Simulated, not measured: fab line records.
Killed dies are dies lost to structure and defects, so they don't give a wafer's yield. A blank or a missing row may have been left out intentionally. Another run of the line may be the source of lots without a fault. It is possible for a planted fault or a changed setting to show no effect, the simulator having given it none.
Chamber matching + flow nandHarc + 4 sister chambers for NHARC_A_STAIRCASE_STRIP_476 on rieDiel-01
The step strips in O2, time 20 s. 14 wafers are shown with their chamber, then 7 later ones without.

## WAFERS, EACH WITH ITS CHAMBER
| wafer  | chamber | showerheadPlenumPTorr (Torr) | oesProductAu (a.u.) | rfVppV (V) |
|--------|---------|------------------------------|---------------------|------------|
| L075.2 | 3       | 3.74                         | 0.992               | 58.2       |
| L075.4 | 1       | 3.56                         | 1.014               | 58.6       |
| L075.5 | 0       | 3.77                         | 0.986               | 57.5       |
| L078.1 | 0       | 3.77                         | 0.999               | 58.9       |
| L078.3 | 3       | 3.74                         | 0.993               | 59.0       |
| L078.4 | 2       | 3.49                         | 0.987               | 56.8       |
| L081.3 | 1       | 3.55                         | 0.986               | 58.5       |
| L081.5 | 1       | 3.55                         | 0.985               | 57.6       |
| L081.6 | 2       | 3.48                         | 0.974               | 58.9       |
| L083.2 | 0       | 3.76                         | 0.997               | 58.2       |
| L083.3 | 3       | 3.73                         | 1.006               | 58.0       |
| L083.6 | 3       | 3.73                         | 0.999               | 57.5       |
| L082.2 | 0       | 3.76                         | 1.000               | 56.3       |
| L082.4 | 2       | 3.48                         | 0.991               | 57.2       |

SIGNATURES (averages over the wafers above)
| reading               | chamber 0 | chamber 1 | chamber 2 | chamber 3 | scatter within a chamber |
|-----------------------|-----------|-----------|-----------|-----------|--------------------------|
| showerheadPlenumPTorr | 3.7650    | 3.5533    | 3.4833    | 3.7350    | 0.00577                  |
| oesProductAu          | 0.99550   | 0.99500   | 0.98400   | 0.99750   | 0.00975                  |
| rfVppV                | 57.725    | 58.233    | 57.633    | 58.175    | 0.892                    |
Rule: for each reading, subtract the chamber's mean from the wafer's reading, divide by that reading's scatter and square the result; add these up over the readings and take the root, which gives the wafer's distance from the chamber. If the next closest chamber is less than 2 further off than the closest, the wafer can't be placed; otherwise it belongs to the closest. The scatter: the root of (the sum of the squares of (reading less its chamber's mean) over the shown wafers, divided by (wafers less chambers)).

## WAFERS WHOSE CHAMBER IS MISSING
| wafer  | showerheadPlenumPTorr (Torr) | oesProductAu (a.u.) | rfVppV (V) |
|--------|------------------------------|---------------------|------------|
| L082.5 | 3.76                         | 0.998               | 58.4       |
| L087.3 | 3.72                         | 0.991               | 58.1       |
| L087.5 | 3.75                         | 1.013               | 57.0       |
| L087.6 | 3.55                         | 0.988               | 57.6       |
| L091.3 | 3.54                         | 0.980               | 57.6       |
| L091.4 | 3.71                         | 0.988               | 58.2       |
| L091.5 | 3.54                         | 0.987               | 58.0       |

## WHICH CHAMBER EACH WENT THROUGH
| wafer  | from the rows above     | in truth |
|--------|-------------------------|----------|
| L082.5 | 0                       | 0        |
| L087.3 | 3                       | 3        |
| L087.5 | can't be placed: 0 or 3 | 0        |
| L087.6 | 1                       | 1        |
| L091.3 | 1                       | 1        |
| L091.4 | 3                       | 3        |
| L091.5 | 1                       | 1        |
Placed correctly: 6 of 7. Cannot be placed on the basis of these rows: 1; the candidates contain the true chamber in 1. Placed wrongly: 0.
